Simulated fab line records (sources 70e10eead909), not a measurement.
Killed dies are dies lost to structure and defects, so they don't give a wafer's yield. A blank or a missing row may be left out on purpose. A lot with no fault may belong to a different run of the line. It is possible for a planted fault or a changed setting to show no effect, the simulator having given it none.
Which tool did it? / flow nand-harc / 11 lots, 33 wafers sampled, at 7 steps of a route of 1159

== WHAT THE GAUGES SHOWED, per wafer ==
NHARC_P_STI_CD_MEAS_09 targets a cd of 200 nm.
lot=L567; measured=day 2 07:48; on=cd-sem-02; cd-nm (nm)=199.6 204.0 200.8
lot=L569; measured=day 2 23:35; on=cd-sem-03; cd-nm (nm)=199.5 204.5 201.3
lot=L571; measured=day 3 11:32; on=cd-sem-03; cd-nm (nm)=197.8 198.9 201.9
lot=L574; measured=day 4 09:22; on=cd-sem-02; cd-nm (nm)=219.1 215.0 217.4
lot=L575; measured=day 4 09:32; on=cd-sem-02; cd-nm (nm)=198.0 200.8 203.0
lot=L581; measured=day 5 23:09; on=cd-sem-01; cd-nm (nm)=204.2 200.8 205.9
lot=L585; measured=day 6 20:25; on=cd-sem-01; cd-nm (nm)=198.1 202.4 198.1
lot=L586; measured=day 7 04:58; on=cd-sem-02; cd-nm (nm)=202.5 199.6 201.9
lot=L587; measured=day 7 10:50; on=cd-sem-03; cd-nm (nm)=198.1 201.3 203.5
lot=L589; measured=day 8 02:17; on=cd-sem-02; cd-nm (nm)=200.8 196.4 199.5
lot=L590; measured=day 8 02:26; on=cd-sem-03; cd-nm (nm)=202.4 200.1 197.9

NHARC_P_STI_CD_MEAS_16.
lot=L567; measured=day 2 08:30; on=cd-sem-01; cd-nm (nm)=199.7 204.1 201.6
lot=L569; measured=day 3 00:18; on=cd-sem-03; cd-nm (nm)=197.1 205.2 199.5
lot=L571; measured=day 3 12:14; on=cd-sem-01; cd-nm (nm)=196.8 199.8 202.7
lot=L574; measured=day 4 10:11; on=cd-sem-02; cd-nm (nm)=214.4 213.0 216.2
lot=L575; measured=day 4 10:19; on=cd-sem-03; cd-nm (nm)=195.3 201.6 201.0
lot=L581; measured=day 5 23:53; on=cd-sem-03; cd-nm (nm)=205.2 203.4 207.4
lot=L585; measured=day 6 21:14; on=cd-sem-02; cd-nm (nm)=198.1 202.9 196.1
lot=L586; measured=day 7 05:40; on=cd-sem-01; cd-nm (nm)=201.3 200.7 201.5
lot=L587; measured=day 7 11:32; on=cd-sem-01; cd-nm (nm)=196.9 201.5 203.4
lot=L589; measured=day 8 03:00; on=cd-sem-02; cd-nm (nm)=199.5 196.4 200.9
lot=L590; measured=day 8 03:08; on=cd-sem-02; cd-nm (nm)=204.3 199.4 197.1

NHARC_P_STI_OCD_MEAS_17.
lot=L567; measured=day 2 08:35; on=ocd-01; trench-depth-nm (nm)=307 302 310; trench-foot-cd-nm (nm)=156.3 162.0 156.9
lot=L569; measured=day 3 00:23; on=ocd-01; trench-depth-nm (nm)=305 295 306; trench-foot-cd-nm (nm)=156.9 163.8 158.5
lot=L571; measured=day 3 12:20; on=ocd-01; trench-depth-nm (nm)=304 303 303; trench-foot-cd-nm (nm)=154.7 156.2 160.0
lot=L574; measured=day 4 10:16; on=ocd-02; trench-depth-nm (nm)=298 307 308; trench-foot-cd-nm (nm)=177.5 171.6 174.0
lot=L575; measured=day 4 10:25; on=ocd-01; trench-depth-nm (nm)=290 300 297; trench-foot-cd-nm (nm)=157.9 159.1 161.6
lot=L581; measured=day 5 23:59; on=ocd-01; trench-depth-nm (nm)=293 310 312; trench-foot-cd-nm (nm)=163.9 157.7 162.4
lot=L585; measured=day 6 21:19; on=ocd-01; trench-depth-nm (nm)=295 296 296; trench-foot-cd-nm (nm)=157.2 161.4 156.2
lot=L586; measured=day 7 05:44; on=ocd-01; trench-depth-nm (nm)=298 299 299; trench-foot-cd-nm (nm)=160.8 157.2 160.7
lot=L587; measured=day 7 11:37; on=ocd-02; trench-depth-nm (nm)=296 294 291; trench-foot-cd-nm (nm)=156.7 160.2 162.9
lot=L589; measured=day 8 03:05; on=ocd-02; trench-depth-nm (nm)=304 295 293; trench-foot-cd-nm (nm)=158.2 154.6 158.8
lot=L590; measured=day 8 03:14; on=ocd-01; trench-depth-nm (nm)=301 297 287; trench-foot-cd-nm (nm)=160.7 158.4 157.6

NHARC_P_GATE_OVL_MEAS_27.
lot=L567; measured=day 4 11:25; on=overlay-01; overlay-x-nm (nm)=1.0 0.9 0.5; overlay-y-nm (nm)=0.0 -0.3 0.3
lot=L569; measured=day 5 04:16; on=overlay-02; overlay-x-nm (nm)=0.0 0.7 0.2; overlay-y-nm (nm)=-0.5 -0.4 -0.2
lot=L571; measured=day 5 15:03; on=overlay-01; overlay-x-nm (nm)=0.2 0.1 -0.2; overlay-y-nm (nm)=0.5 0.8 0.2
lot=L574; measured=day 6 15:38; on=overlay-02; overlay-x-nm (nm)=-0.4 0.0 -0.4; overlay-y-nm (nm)=-0.2 0.0 0.5
lot=L575; measured=day 6 15:01; on=overlay-01; overlay-x-nm (nm)=-1.3 -1.3 -1.7; overlay-y-nm (nm)=0.1 0.0 0.2
lot=L581; measured=day 8 04:16; on=overlay-01; overlay-x-nm (nm)=-1.4 -1.1 -0.8; overlay-y-nm (nm)=0.1 1.0 0.2
lot=L585; measured=day 9 00:05; on=overlay-02; overlay-x-nm (nm)=1.3 1.3 1.4; overlay-y-nm (nm)=0.7 0.5 1.2
lot=L586; measured=day 9 09:29; on=overlay-02; overlay-x-nm (nm)=-0.3 -0.2 0.0; overlay-y-nm (nm)=1.4 0.8 1.2
lot=L587; measured=day 9 16:18; on=overlay-01; overlay-x-nm (nm)=-0.9 -1.3 -1.8; overlay-y-nm (nm)=0.7 1.0 0.5
lot=L589; measured=day 10 06:48; on=overlay-01; overlay-x-nm (nm)=0.6 0.9 0.8; overlay-y-nm (nm)=-0.3 -0.7 -0.9
lot=L590; measured=day 10 07:22; on=overlay-02; overlay-x-nm (nm)=-0.3 -0.2 -0.1; overlay-y-nm (nm)=0.0 -0.5 -0.3

== TOOL THAT RAN EACH LOT (tool first, then ch and the chambers of the sampled wafers, then the start) ==
lot=L567; NHARC_P_STI_EXPOSE_06=krf-scanner-04 ch 0, day 2 07:39; NHARC_P_STI_ETCH_42=rie-diel-10 ch 0,1,2, day 2 08:09; NHARC_P_GATE_HM_DEP_102=acl-dep-02 ch 0, day 4 10:11
lot=L569; NHARC_P_STI_EXPOSE_06=krf-scanner-04 ch 0, day 2 23:26; NHARC_P_STI_ETCH_42=rie-diel-02 ch 0,1, day 2 23:57; NHARC_P_GATE_HM_DEP_102=acl-dep-03 ch 0, day 5 02:43
lot=L571; NHARC_P_STI_EXPOSE_06=krf-scanner-01 ch 0, day 3 11:23; NHARC_P_STI_ETCH_42=rie-diel-09 ch 0,1, day 3 11:53; NHARC_P_GATE_HM_DEP_102=acl-dep-01 ch 0, day 5 13:57
lot=L574; NHARC_P_STI_EXPOSE_06=krf-scanner-01 ch 0, day 4 09:13; NHARC_P_STI_ETCH_42=rie-diel-02 ch 0,2,3, day 4 09:47; NHARC_P_GATE_HM_DEP_102=acl-dep-03 ch 0, day 6 14:17
lot=L575; NHARC_P_STI_EXPOSE_06=krf-scanner-02 ch 0, day 4 09:23; NHARC_P_STI_ETCH_42=rie-diel-02 ch 0,2,3, day 4 09:57; NHARC_P_GATE_HM_DEP_102=acl-dep-03 ch 0, day 6 13:51
lot=L581; NHARC_P_STI_EXPOSE_06=krf-scanner-01 ch 0, day 5 23:00; NHARC_P_STI_ETCH_42=rie-diel-10 ch 1,2,3, day 5 23:31; NHARC_P_GATE_HM_DEP_102=acl-dep-03 ch 0, day 8 02:49
lot=L585; NHARC_P_STI_EXPOSE_06=krf-scanner-04 ch 0, day 6 20:17; NHARC_P_STI_ETCH_42=rie-diel-10 ch 0,1, day 6 20:52; NHARC_P_GATE_HM_DEP_102=acl-dep-03 ch 0, day 8 22:52
lot=L586; NHARC_P_STI_EXPOSE_06=krf-scanner-01 ch 0, day 7 04:49; NHARC_P_STI_ETCH_42=rie-diel-09 ch 0,1,2, day 7 05:19; NHARC_P_GATE_HM_DEP_102=acl-dep-01 ch 0, day 9 08:10
lot=L587; NHARC_P_STI_EXPOSE_06=krf-scanner-01 ch 0, day 7 10:41; NHARC_P_STI_ETCH_42=rie-diel-09 ch 0,1, day 7 11:11; NHARC_P_GATE_HM_DEP_102=acl-dep-03 ch 0, day 9 14:58
lot=L589; NHARC_P_STI_EXPOSE_06=krf-scanner-01 ch 0, day 8 02:08; NHARC_P_STI_ETCH_42=rie-diel-02 ch 0,3, day 8 02:38; NHARC_P_GATE_HM_DEP_102=acl-dep-03 ch 0, day 10 05:40
lot=L590; NHARC_P_STI_EXPOSE_06=krf-scanner-04 ch 0, day 8 02:17; NHARC_P_STI_ETCH_42=rie-diel-10 ch 0,1,2, day 8 02:49; NHARC_P_GATE_HM_DEP_102=acl-dep-01 ch 0, day 10 05:55
- NHARC_P_STI_EXPOSE_06: exposes mask P STI, target cd 200 nm.
- NHARC_P_STI_ETCH_42: etches the open film in N2/H2, target depth 80 nm, overetch 24 nm, time 61 s.
- NHARC_P_GATE_HM_DEP_102: deposits aC, target thk 120 nm.

== AS READ BY THE TOOLS THEMSELVES (means over the sampled wafers that have a number; for cases with no such wafer, the mark the record gives instead) ==
NHARC_P_STI_EXPOSE_06.
lot=L567; tool=krf-scanner-04; stage-vel-mm-s (mm/s)=500.34
lot=L569; tool=krf-scanner-04; stage-vel-mm-s (mm/s)=499.84
lot=L571; tool=krf-scanner-01; stage-vel-mm-s (mm/s)=499.96
lot=L574; tool=krf-scanner-01; stage-vel-mm-s (mm/s)=499.90
lot=L575; tool=krf-scanner-02; stage-vel-mm-s (mm/s)=500.12
lot=L581; tool=krf-scanner-01; stage-vel-mm-s (mm/s)=499.97
lot=L585; tool=krf-scanner-04; stage-vel-mm-s (mm/s)=500.58
lot=L586; tool=krf-scanner-01; stage-vel-mm-s (mm/s)=500.16
lot=L587; tool=krf-scanner-01; stage-vel-mm-s (mm/s)=500.24
lot=L589; tool=krf-scanner-01; stage-vel-mm-s (mm/s)=500.46
lot=L590; tool=krf-scanner-04; stage-vel-mm-s (mm/s)=500.01

NHARC_P_STI_ETCH_42.
lot=L567; tool=rie-diel-10; drypump-motor-current-A (A)=5.3; oes-product-au (a.u.)=1.001; rf-vpp-V (V)=429.2; showerhead-plenum-p-Torr (Torr)=1.99; throttle-valve-pct (%)=14.180
lot=L569; tool=rie-diel-02; drypump-motor-current-A (A)=5.4; oes-product-au (a.u.)=0.993; rf-vpp-V (V)=432.8; showerhead-plenum-p-Torr (Torr)=2.11; throttle-valve-pct (%)=14.173
lot=L571; tool=rie-diel-09; drypump-motor-current-A (A)=5.7; oes-product-au (a.u.)=1.001; rf-vpp-V (V)=429.1; showerhead-plenum-p-Torr (Torr)=2.01; throttle-valve-pct (%)=14.158
lot=L574; tool=rie-diel-02; drypump-motor-current-A (A)=5.9; oes-product-au (a.u.)=0.998; rf-vpp-V (V)=432.4; showerhead-plenum-p-Torr (Torr)=2.11; throttle-valve-pct (%)=14.175
lot=L575; tool=rie-diel-02; drypump-motor-current-A (A)=5.8; oes-product-au (a.u.)=0.998; rf-vpp-V (V)=432.5; showerhead-plenum-p-Torr (Torr)=2.11; throttle-valve-pct (%)=14.167
lot=L581; tool=rie-diel-10; drypump-motor-current-A (A)=5.4; oes-product-au (a.u.)=1.009; rf-vpp-V (V)=431.1; showerhead-plenum-p-Torr (Torr)=2.09; throttle-valve-pct (%)=14.182
lot=L585; tool=rie-diel-10; drypump-motor-current-A (A)=5.6; oes-product-au (a.u.)=0.993; rf-vpp-V (V)=430.3; showerhead-plenum-p-Torr (Torr)=2.04; throttle-valve-pct (%)=14.166
lot=L586; tool=rie-diel-09; drypump-motor-current-A (A)=5.9; oes-product-au (a.u.)=0.995; rf-vpp-V (V)=429.5; showerhead-plenum-p-Torr (Torr)=2.00; throttle-valve-pct (%)=14.174
lot=L587; tool=rie-diel-09; drypump-motor-current-A (A)=5.7; oes-product-au (a.u.)=1.010; rf-vpp-V (V)=429.2; showerhead-plenum-p-Torr (Torr)=2.01; throttle-valve-pct (%)=14.175
lot=L589; tool=rie-diel-02; drypump-motor-current-A (A)=6.3; oes-product-au (a.u.)=0.995; rf-vpp-V (V)=432.1; showerhead-plenum-p-Torr (Torr)=2.15; throttle-valve-pct (%)=14.172
lot=L590; tool=rie-diel-10; drypump-motor-current-A (A)=5.3; oes-product-au (a.u.)=1.000; rf-vpp-V (V)=430.4; showerhead-plenum-p-Torr (Torr)=1.99; throttle-valve-pct (%)=14.170

NHARC_P_GATE_HM_DEP_102.
lot=L567; tool=acl-dep-02; throttle-valve-pct (%)=34.997
lot=L569; tool=acl-dep-03; throttle-valve-pct (%)=34.994
lot=L571; tool=acl-dep-01; throttle-valve-pct (%)=34.996
lot=L574; tool=acl-dep-03; throttle-valve-pct (%)=35.005
lot=L575; tool=acl-dep-03; throttle-valve-pct (%)=34.997
lot=L581; tool=acl-dep-03; throttle-valve-pct (%)=34.988
lot=L585; tool=acl-dep-03; throttle-valve-pct (%)=34.995
lot=L586; tool=acl-dep-01; throttle-valve-pct (%)=34.991
lot=L587; tool=acl-dep-03; throttle-valve-pct (%)=34.992
lot=L589; tool=acl-dep-03; throttle-valve-pct (%)=34.986
lot=L590; tool=acl-dep-01; throttle-valve-pct (%)=34.997

== THE ANSWER, worked out from the rows above alone ==
Rule: the lots themselves supply what counts as usual. Put in order of their means at a reading, lots are off if they are a third of the lots or fewer, leave a main group of 4 or more, and stand apart from it by a gap of 3 or more times the standard deviation of the main group's means; of several such gaps the widest counts. A main group is skipped when, at the precision printed for the reading in the tables above, its means are all equal. A lot without any number at a reading at which 4 lots or more have one is off too. The other lots that the step has rows for count as sound. Order of review: gauges by route order, followed by the tools' own readings, for which a lot's mean as printed above is used. At the first step where some lot is off, the reading lying furthest off is the one used; lots without a number count as furthest.
Off: L574 (NHARC_P_STI_CD_MEAS_09, cd-nm). Mean 200.8 nm and standard deviation 1.3 in the main group.
If a tool, at a process step before that reading, ran all the lots that are off and no sound lot after the first of them, it fits. The gauges at NHARC_P_STI_CD_MEAS_09 aren't tried: what is off there is off at NHARC_P_STI_OCD_MEAS_17 too, on other tools, and a gauge's error can't cause that. Of those tried, none fits.

== WHAT THE SIMULATOR HAD PUT IN ==
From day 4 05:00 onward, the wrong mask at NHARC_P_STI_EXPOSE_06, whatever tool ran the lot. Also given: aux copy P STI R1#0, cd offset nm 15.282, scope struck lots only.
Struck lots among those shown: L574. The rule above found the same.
